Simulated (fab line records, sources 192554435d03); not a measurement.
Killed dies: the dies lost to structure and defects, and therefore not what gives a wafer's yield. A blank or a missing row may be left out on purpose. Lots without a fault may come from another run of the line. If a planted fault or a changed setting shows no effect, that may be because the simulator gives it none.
A struck lot beside a sound one	flow n5 finfet	16 out of 1938 route steps
Sound: these wafers, L789.2, L789.3, L789.6. Struck: wafer L803.3 (left out: L803.5, L803.6 of the same lot, which were not struck); the cause appears at the end.
Order at every step that has rows: each side's tool, ch and its chambers, its first start. Under that, the readings that differ: sound wafers	struck wafers	difference of the means	sigmas: that difference in standard deviations of wafers without a fault.
alike: readings with means less than 2 such deviations apart, plus words and numbers identical on both sides. not compared: withheld readings, readings lacking a value on some wafer, bounds such as >300 that could conceal the same value, and numbers that have no deviation in the record and whose values overlap.
A row with sigmas, a row that says differs or no value, or rows on one side alone: a step with any of these is where the two part. When numbers do not overlap yet have no deviation, they are printed without sigmas and do not part them. Lack of a reading on every wafer of one side parts them only where that side has two or more wafers.

N5_SDB_CD_MEAS_11 targets a cd of 50 nm.
  sound on cd sem-02 ch 0, day 5 20:02; struck on cd sem-01 ch 0, day 9 04:47
  alike: cd nm
N5_SDB_OVL_MEAS_12:
  sound on overlay-01 ch 0, day 5 20:04; struck on overlay-02 ch 0, day 9 04:49
reading	sound	struck	difference	sigmas
SDB_OVL (nm)	-0.1 1.2 -0.2	-1.2	-1.5	-2
N5_SDB_INSPECT_13: inspects for defects (brightfield).
  struck on defect inspect-02, day 9 04:50; sound on defect inspect-02, day 5 20:06
  alike: raw defect count
then, 1 step without rows for these wafers: N5_SDB_DESCUM_16 (chemistry O2, time 7.9 s).
N5_SDB_ETCH_17: etches SiARC in CF4, target depth 23.4 nm, time 39 s.
  sound on rie diel-01 ch 0,1,3, day 5 20:11; struck on rie diel-05 ch 2, day 9 04:54
  alike: cf4 flow sccm, drypump motor current A, etch rf on time s, oes product au, rf vpp V, showerhead plenum p Torr, throttle valve pct
  not compared: rf hours counter h
N5_SDB_ETCH_18: etches SOC in N2/H2, target depth 100 nm, overetch 20 nm, time 150 s.
  sound on rie diel-01 ch 0,1,3, day 5 20:13; struck on rie diel-05 ch 2, day 9 04:56
  alike: drypump motor current A, oes product au, rf vpp V, showerhead plenum p Torr, throttle valve pct
  not compared: rf hours counter h
then, 1 step without rows for these wafers: N5_SDB_STRIP_19 (strips in N2/H2).
N5_SDB_STRIP_21: strips in CF4.
  sound on rie diel-01 ch 0,1,3, day 5 20:22; struck on rie diel-05 ch 2, day 9 05:05
reading	sound	struck	difference	sigmas
rf vpp V (V)	274.4 269.7 272.8	268.7	-3.6	-2
  alike: cf4 flow sccm, drypump motor current A, oes product au, showerhead plenum p Torr, throttle valve pct
  not compared: rf hours counter h
then, 1 step without rows for these wafers: N5_SDB_HM_OPEN_20 (chemistry CH3F/O2, target SiNx, stops on poly-Si, target depth 24 nm).
N5_SDB_STRIP_22: strips in N2/H2.
  sound on plasma asher-01 ch 0,1, day 5 20:28; struck on plasma asher-02 ch 1, day 9 05:13
reading	sound	struck	difference	sigmas
oes product au (a.u.)	0.710 0.713 0.716	0.724	+0.011	+2
  alike: drypump motor current A, heater power w, strip time to endpoint s
  not compared: rf hours counter h
then, 2 steps without rows for these wafers: N5_SDB_PRECLEAN_23 (cleans in dHF, time 30 s); N5_SDB_DUMMY_REMOVE_24 (chemistry TMAH, target poly-Si, stops on SiO2, target depth 142 nm, time 57 s, rinse time 30 s).
N5_SDB_ETCH_25: etches SiO2 in C4F6/O2, target depth 10 nm, time 3.3 s.
  sound on rie diel-03 ch 0,1,2, day 5 20:44; struck on rie diel-03 ch 1, day 9 05:24
reading	sound	struck	difference	sigmas
oes product au (a.u.)	0.70 0.95 0.68	1.09	+0.31	+4
model.etch.depth nm (nm)	10.03 10.08 9.904	14.35	+4.35	
  alike: drypump motor current A, rf vpp V, showerhead plenum p Torr, throttle valve pct
  not compared: rf hours counter h
N5_SDB_CUT_ETCH_26: etches Si in HBr/Cl2/O2, target depth 129.6 nm, bt time 20 s, time 51.8 s.
  sound on rie si-05 ch 2,3, day 5 20:50; struck on rie si-04 ch 1, day 9 05:29
  alike: drypump motor current A, oes product au, throttle valve pct
  not compared: rf hours counter h
-- the record jumps here: 5 days lie between the struck wafers' starts before and after (it left off in module SDB and takes up again in module BEOL_M4, whose first step shown is number 1111 of the route) --
N5_BEOL_M4_RC_MEAS_101:
  sound on prober-01 ch 0, day 10 06:04; struck on prober-02 ch 0, day 14 08:01
  alike: DIBL_N, DIBL_P, IOFF_N, IOFF_P, ION_N, ION_P, SS_N, SS_P, VT_N, VT_P
next, for these wafers, 1 step has no rows: N5_PASSIVATION_PROBE_49.

WHERE THEY PART
At N5_SDB_OVL_MEAS_12 first; at N5_SDB_ETCH_25 last (within this record only). Later steps at which nothing parts them and some readings are alike: N5_SDB_CUT_ETCH_26, N5_BEOL_M4_RC_MEAS_101.

WHY: what had been put in by the simulator
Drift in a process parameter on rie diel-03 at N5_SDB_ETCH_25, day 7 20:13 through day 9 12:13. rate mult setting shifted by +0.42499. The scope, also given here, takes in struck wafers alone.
